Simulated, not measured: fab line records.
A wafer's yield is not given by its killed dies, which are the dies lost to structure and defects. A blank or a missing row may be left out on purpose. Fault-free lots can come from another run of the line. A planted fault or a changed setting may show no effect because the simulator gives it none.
fab line records	flow n5_finfet
record lots=9	wafers=25	last_day=18
route steps=1938 shown BEOL_M5@1151
lots untouched by any fault: they come from a run of this same line in which no faults occurred
start_h: hours from the record's opening day to when the first of the lot's shown wafers began	wait_h: hours from the lot's prior step to this one	" as in the row above	L1.1+2: a row that stands for several wafers	- no value present, or no start provided	* or withheld: withheld	< > ~ a bound
route shown NAME@n: NAME is a module with steps in the file, n the number in the route of the first one	usual: mean and standard deviation over wafers with no fault	same: alike in all rows	chamber/n: place in a boat	sites: each site's reading	_std_site: the values' standard deviation	_edge_site: the outer-site mean with the inner-site mean subtracted	radius_mm: how far each site lies from the wafer's centre	mask NAME#n: copy n	behind: the tool/chamber that last shaped the wafer	hold: why the lot was held/for how many hours/how that ended	device: names the non-switching transistor (n, p or np)	end of line: the route-end tests of the same wafers	a step with no rows: only its recipe	killed: not the wafer's yield, but the dies lost to structure and defects at the first sort	map: dies across one wafer; x = killed, . = not, _ = none there
set.NAME: the run value of the setting; set.NAME@STEP: its run value at that earlier step	model.NAME: the simulator's own value behind a step, which no gauge read
the route's steps for a sample of lots (tables are steps, rows are wafers)
services: from which hour (start_h, from the record's first day; less than 0 if before it) a tool's chamber was out of use, for how many hours, and why
## steps
# step N5_BEOL_M5_DESCUM_33
# recipe chemistry=O2	time_s=7	source_power_w=50	bias_power_w=20	pressure_mtorr=20	rf_frequency_hz=2.712e+07	temp_c=40	resist=CAR-EUV	o2_flow_sccm=225
# usual drypump_motor_current_A=5.7/0.4	oes_product_au=0.79/0.095	rf_vpp_V=243.1/1.3	showerhead_plenum_p_Torr=2.08/0.076	throttle_valve_pct=20.41/0.27
lot.wafer	tool	chamber	start_h	wait_h	drypump_motor_current_A	oes_product_au	rf_hours_counter_h	rf_vpp_V	showerhead_plenum_p_Torr	throttle_valve_pct
L854.2	rie_diel-03	3	166.37	0.0	5.5	0.71	181	245.4	2.17	20.42
L854.4	"	2	"	"	6.0	0.77	161	242.8	2.00	20.46
L854.6	"	0	"	"	5.9	0.87	-	241.7	2.02	20.09
L855.1	rie_diel-03	0	193.97	0.2	5.9	0.85	57	242.3	2.02	20.10
L855.4	"	3	"	"	5.5	0.70	189	246.1	2.17	20.42
L855.6	"	1	"	"	5.7	0.77	-	242.6	2.08	20.17
L864.3	rie_diel-02	1	249.40	0.0	6.3	0.96	8	242.2	2.03	19.96
L864.4	"	0	"	"	5.7	0.91	18	244.1	2.14	20.21
L864.5	"	1	"	"	6.3	0.97	-	243.3	2.03	19.98
L866.1	rie_diel-02	0	253.74	0.0	5.7	0.92	20	244.3	2.14	20.21
L866.3	"	2	"	"	5.9	0.74	163	242.1	2.09	20.66
L866.5	"	1	"	"	6.4	0.97	-	243.1	2.03	19.97
L868.2	rie_diel-04	3	253.91	0.0	6.3	0.84	72	244.7	2.23	20.61
L868.4	"	0	"	"	5.5	0.68	-	241.4	1.96	20.55
L868.5	"	2	"	"	5.8	0.71	-	243.7	2.06	20.29
L867.1	rie_diel-02	3	254.36	0.0	4.9	0.72	226	240.4	2.00	20.94
L867.3	"	2	"	"	5.8	0.74	163	242.9	2.09	20.66
L867.6	"	1	"	"	6.3	0.95	-	244.3	2.03	19.97
L872.6	rie_diel-02	0	295.70	0.0	5.7	0.89	-	244.1	2.13	20.24
L875.1	rie_diel-04	3	320.49	0.0	6.3	0.81	93	244.2	2.22	20.64
L875.4	"	3	"	"	6.3	0.81	-	244.9	2.22	20.66
L875.5	"	2	"	"	5.8	0.71	-	243.5	2.05	20.34
L877.2	rie_diel-04	2	322.83	0.0	5.8	0.70	209	243.7	2.05	20.34
L877.3	"	1	"	"	5.2	0.92	22	244.6	2.15	20.28
L877.5	"	1	"	"	5.2	0.92	-	244.1	2.15	20.27
# step N5_BEOL_M5_TRENCH_ETCH_37
# recipe chemistry=C4F6/O2	target_depth_a=716.52	target=SiCOH_lowk	time_s=24.7	ion_energy_ev=250	pressure_mtorr=30	source_w=345	bias_w=185	Ar_flow_sccm=300	C4F6_flow_sccm=10	O2_flow_sccm=10
# usual drypump_motor_current_A=5.8/0.4	oes_f_703_au=0.79/0.087	oes_product_au=0.79/0.094	rf_vpp_V=665/11	showerhead_plenum_p_Torr=2.85/0.093	throttle_valve_pct=20.98/0.21
lot.wafer	tool	chamber	start_h	wait_h	drypump_motor_current_A	oes_f_703_au	oes_product_au	rf_hours_counter_h	rf_vpp_V	showerhead_plenum_p_Torr	throttle_valve_pct
L854.2	rie_diel-03	3	166.64	-	5.5	0.72	0.71	181	656	2.95	20.90
L854.4	"	2	"	"	6.0	0.76	0.77	162	666	2.73	20.92
L854.6	"	0	"	"	5.9	0.82	0.86	-	691	2.78	20.72
L855.1	rie_diel-03	0	194.24	-	5.9	0.81	0.85	57	692	2.78	20.74
L855.4	"	3	"	"	5.5	0.70	0.70	189	655	2.94	20.90
L855.6	"	1	"	"	5.7	0.76	0.77	-	682	2.87	20.81
L864.3	rie_diel-02	1	249.67	-	6.3	0.94	0.96	8	658	2.82	20.77
L864.4	"	0	"	"	5.7	0.92	0.92	18	670	2.90	20.65
L864.5	"	1	"	"	6.4	0.93	0.95	-	658	2.82	20.78
L866.1	rie_diel-02	0	254.00	-	5.7	0.92	0.91	20	668	2.90	20.67
L866.3	"	2	"	"	5.9	0.75	0.75	163	668	2.86	21.29
L866.5	"	1	"	"	6.3	0.93	0.95	-	657	2.82	20.78
L868.2	rie_diel-04	3	254.18	-	6.3	0.82	0.83	72	654	3.01	21.04
L868.4	"	0	"	"	5.5	0.70	0.69	-	654	2.71	21.21
L868.5	"	2	"	"	5.8	0.71	0.72	-	652	2.84	21.00
L867.1	rie_diel-02	3	254.62	-	4.9	0.75	0.72	226	663	2.69	21.21
L867.3	"	2	"	"	5.9	0.75	0.74	163	668	2.86	21.28
L867.6	"	1	"	"	6.3	0.94	0.94	-	658	2.82	20.78
L872.6	rie_diel-02	0	295.96	-	5.7	0.90	0.93	-	669	2.89	20.69
L875.1	rie_diel-04	3	320.76	-	6.3	0.80	0.80	93	654	3.00	21.07
L875.4	"	3	"	"	6.3	0.81	0.80	-	654	3.00	21.06
L875.5	"	2	"	"	5.8	0.70	0.70	-	652	2.83	21.03
L877.2	rie_diel-04	2	323.10	-	5.8	0.70	0.70	209	651	2.83	21.02
L877.3	"	1	"	"	5.2	0.87	0.91	22	676	2.93	20.82
L877.5	"	1	"	"	5.2	0.87	0.91	-	676	2.93	20.81
# step N5_BEOL_M5_STRIP_91
# recipe chemistry=N2/H2	time_s=10	power_w=450	temp_c=40	pressure_mtorr=20	rf_frequency_hz=6e+07	bias_power_w=7	n2_flow_sccm=200	h2_flow_sccm=200
# usual drypump_motor_current_A=5.8/0.4	oes_product_au=0.79/0.096	rf_vpp_V=59.1/0.89	showerhead_plenum_p_Torr=2.53/0.088	throttle_valve_pct=23.71/0.28
lot.wafer	tool	chamber	start_h	wait_h	drypump_motor_current_A	oes_product_au	rf_hours_counter_h	rf_vpp_V	showerhead_plenum_p_Torr	throttle_valve_pct
L854.2	rie_diel-03	3	-	-	5.5	0.71	181	58.4	2.64	23.51
L854.4	"	2	"	"	6.0	0.76	162	59.7	2.44	23.83
L854.6	"	0	"	"	5.9	0.87	-	58.2	2.47	23.51
L855.1	rie_diel-03	0	-	-	5.9	0.86	57	57.8	2.46	23.53
L855.4	"	3	"	"	5.6	0.70	189	58.8	2.64	23.51
L855.6	"	1	"	"	5.7	0.77	-	59.0	2.54	23.39
L864.3	rie_diel-02	1	-	-	6.3	0.96	8	57.9	2.49	23.24
L864.4	"	0	"	"	5.7	0.92	18	59.7	2.61	23.72
L864.5	"	1	"	"	6.3	0.97	-	59.9	2.49	23.25
L866.1	rie_diel-02	0	-	-	5.7	0.91	20	60.5	2.61	23.72
L866.3	"	2	"	"	5.9	0.75	163	59.5	2.54	24.02
L866.5	"	1	"	"	6.4	0.95	-	58.3	2.48	23.25
L868.2	rie_diel-04	3	-	-	6.3	0.84	72	59.4	2.68	23.93
L868.4	"	0	"	"	5.5	0.68	-	60.1	2.40	24.01
L868.5	"	2	"	"	5.8	0.72	-	59.2	2.51	23.37
L867.1	rie_diel-02	3	-	-	4.9	0.71	226	58.2	2.40	23.95
L867.3	"	2	"	"	5.8	0.75	163	59.9	2.54	24.04
L867.6	"	1	"	"	6.4	0.96	-	59.6	2.48	23.25
L872.6	rie_diel-02	0	-	-	5.7	0.89	-	58.2	2.61	23.75
L875.1	rie_diel-04	3	-	-	6.3	0.82	93	59.2	2.67	23.96
L875.4	"	3	"	"	6.3	0.82	-	59.0	2.67	23.99
L875.5	"	2	"	"	5.8	0.70	-	58.2	2.51	23.41
L877.2	rie_diel-04	2	-	-	5.8	0.70	209	59.4	2.51	23.43
L877.3	"	1	"	"	5.2	0.91	22	59.0	2.60	23.67
L877.5	"	1	"	"	5.2	0.92	-	59.0	2.60	23.65
# step N5_BEOL_M5_OCD_MEAS_38
# usual trench_depth_nm=71.3/0.98
lot.wafer	tool	chamber	start_h	wait_h	trench_depth_nm
L854.2	ocd-01	-	166.79	-	70.0
L854.4	"	-	"	"	71.2
L854.6	"	-	"	"	71.7
L855.1	ocd-01	-	194.39	-	72.1
L855.4	"	-	"	"	70.8
L855.6	"	-	"	"	72.7
L864.3	ocd-01	-	249.83	-	72.3
L864.4	"	-	"	"	70.8
L864.5	"	-	"	"	72.4
L866.1	ocd-02	-	254.16	-	70.6
L866.3	"	-	"	"	71.6
L866.5	"	-	"	"	72.4
L868.2	ocd-01	-	254.33	-	70.8
L868.4	"	-	"	"	70.0
L868.5	"	-	"	"	72.6
L867.1	ocd-02	-	254.78	-	72.2
L867.3	"	-	"	"	71.2
L867.6	"	-	"	"	71.4
L872.6	ocd-02	-	296.11	-	75.6
L875.1	ocd-01	-	320.91	-	69.9
L875.4	"	-	"	"	70.1
L875.5	"	-	"	"	70.7
L877.2	ocd-01	-	323.25	-	71.3
L877.3	"	-	"	"	71.5
L877.5	"	-	"	"	72.2
# step N5_BEOL_M5_PRE_CLEAN_45
# recipe gas=H2/He	time_s=30	temp_c=250
# usual heater_power_w=341/28
lot.wafer	tool	chamber	start_h	wait_h	heater_power_w
L854.2	pvd_sputter-03	-	167.34	0.0	326
L854.4	"	-	"	"	333
L854.6	"	-	"	"	379
L855.1	pvd_sputter-03	-	195.24	0.0	324
L855.4	"	-	"	"	341
L855.6	"	-	"	"	319
L864.3	pvd_sputter-02	-	250.78	0.0	300
L864.4	"	-	"	"	350
L864.5	"	-	"	"	308
L866.1	pvd_sputter-01	-	255.37	0.0	299
L866.3	"	-	"	"	364
L866.5	"	-	"	"	299
L868.2	pvd_sputter-03	-	255.41	0.0	336
L868.4	"	-	"	"	368
L868.5	"	-	"	"	378
L867.1	pvd_sputter-01	-	255.45	0.0	297
L867.3	"	-	"	"	366
L867.6	"	-	"	"	317
L872.6	pvd_sputter-02	-	297.50	0.0	349
L875.1	pvd_sputter-03	-	323.40	0.0	331
L875.4	"	-	"	"	319
L875.5	"	-	"	"	321
L877.2	pvd_sputter-02	-	323.81	0.0	397
L877.3	"	-	"	"	310
L877.5	"	-	"	"	354
# step N5_BEOL_M5_THK_MEAS_53
# recipe thk_meas_gauge=xrf	reads=Cu_of_BEOL_M5_ECD_50
# usual M5_THK=61.3/1.5
lot.wafer	tool	chamber	start_h	wait_h	M5_THK[nm]
L854.2	film_metro-02	-	173.11	-	60.7
L854.4	"	-	"	"	61.4
L854.6	"	-	"	"	62.0
L855.1	film_metro-02	-	201.02	-	62.5
L855.4	"	-	"	"	60.6
L855.6	"	-	"	"	62.0
L864.3	film_metro-02	-	256.64	-	65.3
L864.4	"	-	"	"	62.1
L864.5	"	-	"	"	63.8
L866.1	film_metro-02	-	261.06	-	59.1
L866.3	"	-	"	"	62.0
L866.5	"	-	"	"	61.5
L868.2	film_metro-01	-	261.09	-	60.7
L868.4	"	-	"	"	58.3
L868.5	"	-	"	"	63.6
L867.1	film_metro-02	-	261.33	-	62.8
L867.3	"	-	"	"	60.1
L867.6	"	-	"	"	60.6
L872.6	film_metro-02	-	303.57	-	65.8
L875.1	film_metro-02	-	329.11	-	59.5
L875.4	"	-	"	"	59.0
L875.5	"	-	"	"	61.0
L877.2	film_metro-01	-	329.76	-	61.1
L877.3	"	-	"	"	62.9
L877.5	"	-	"	"	63.1
# step N5_BEOL_M5_RS_MEAS_57
# recipe thk_meas_gauge=four-point-probe	reads=Co_of_BEOL_M5_CO_CAP_78+Cu_of_BEOL_M5_ECD_50+Co_of_BEOL_M5_CVD_47+TaN_of_BEOL_M5_ALD_86
# usual M5_RS=0.390/0.01
lot.wafer	tool	chamber	start_h	wait_h	M5_RS[ohm/sq]
L854.2	film_metro-02	-	173.37	0.1	0.395
L854.4	"	-	"	"	0.390
L854.6	"	-	"	"	0.384
L855.1	film_metro-02	-	201.28	0.0	0.384
L855.4	"	-	"	"	0.398
L855.6	"	-	"	"	0.386
L864.3	film_metro-01	-	256.91	0.1	0.364
L864.4	"	-	"	"	0.389
L864.5	"	-	"	"	0.375
L866.1	film_metro-01	-	261.32	0.0	0.412
L866.3	"	-	"	"	0.389
L866.5	"	-	"	"	0.391
L868.2	film_metro-02	-	261.36	0.1	0.397
L868.4	"	-	"	"	0.416
L868.5	"	-	"	"	0.377
L867.1	film_metro-01	-	261.59	0.0	0.379
L867.3	"	-	"	"	0.397
L867.6	"	-	"	"	0.393
L872.6	film_metro-02	-	303.83	0.0	0.357
L875.1	film_metro-01	-	329.37	0.0	0.397
L875.4	"	-	"	"	0.404
L875.5	"	-	"	"	0.390
L877.2	film_metro-01	-	330.03	0.1	0.399
L877.3	"	-	"	"	0.386
L877.5	"	-	"	"	0.386
## services
tool	chamber	start_h	hours	kind
pvd_sputter-02	-	162.27	23.5	repair
rie_diel-02	0	174.77	-	clean
rie_diel-02	0	174.77	-	consumable_replace:focus_ring
rie_diel-02	0	174.77	19.6	scheduled_down
rie_diel-02	0	174.77	19.6	vent_cycle
rie_diel-04	0	176.83	7.2	repair
rie_diel-02	1	194.32	-	clean
rie_diel-02	1	194.32	-	consumable_replace:focus_ring
rie_diel-02	1	194.32	25.5	scheduled_down
rie_diel-02	1	194.32	25.5	vent_cycle
rie_diel-04	0	204.06	8.8	repair
rie_diel-04	1	225.88	-	clean
rie_diel-04	1	225.88	-	consumable_replace:focus_ring
rie_diel-04	1	225.88	31.8	scheduled_down
rie_diel-04	1	225.88	31.8	vent_cycle
rie_diel-02	1	257.11	6.0	repair
rie_diel-04	0	284.54	18.3	repair
rie_diel-02	3	293.80	6.4	repair
rie_diel-04	0	307.97	-	clean
rie_diel-04	0	307.97	-	consumable_replace:focus_ring
rie_diel-04	0	307.97	-	consumable_replace:showerhead
rie_diel-04	0	307.97	12.6	scheduled_down
pvd_sputter-02	-	310.46	4.5	repair
rie_diel-03	0	318.87	4.7	repair
## key
first_sign step=N5_BEOL_M5_OCD_MEAS_38	reading=trench_depth_nm	direction=up	sigmas=4.3	usual=71.3	struck=75.6
effect step=N5_BEOL_M5_THK_MEAS_53	reading=M5_THK	direction=up	sigmas=3.1	usual=61.3	struck=65.8
effect step=N5_BEOL_M5_RS_MEAS_57	reading=M5_RS	direction=down	sigmas=3.2	usual=0.390	struck=0.357
met_at N5_BEOL_M5_TRENCH_ETCH_37
struck_lots L872
struck_wafers L872.6
rows_end L872.6
not_acting_at N5_BEOL_M5_DESCUM_33,N5_BEOL_M5_STRIP_91,N5_BEOL_M5_PRE_CLEAN_45
onset_between 254.00 295.96
fault kind=process_parameter_drift	tool=rie_diel-02	chamber=0	onset_h=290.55	steps=N5_BEOL_M5_TRENCH_ETCH_37	channel=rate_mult	offset=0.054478	shape=step
# rows_end: these wafers met a further fault down the route, and their rows from its step on are left out
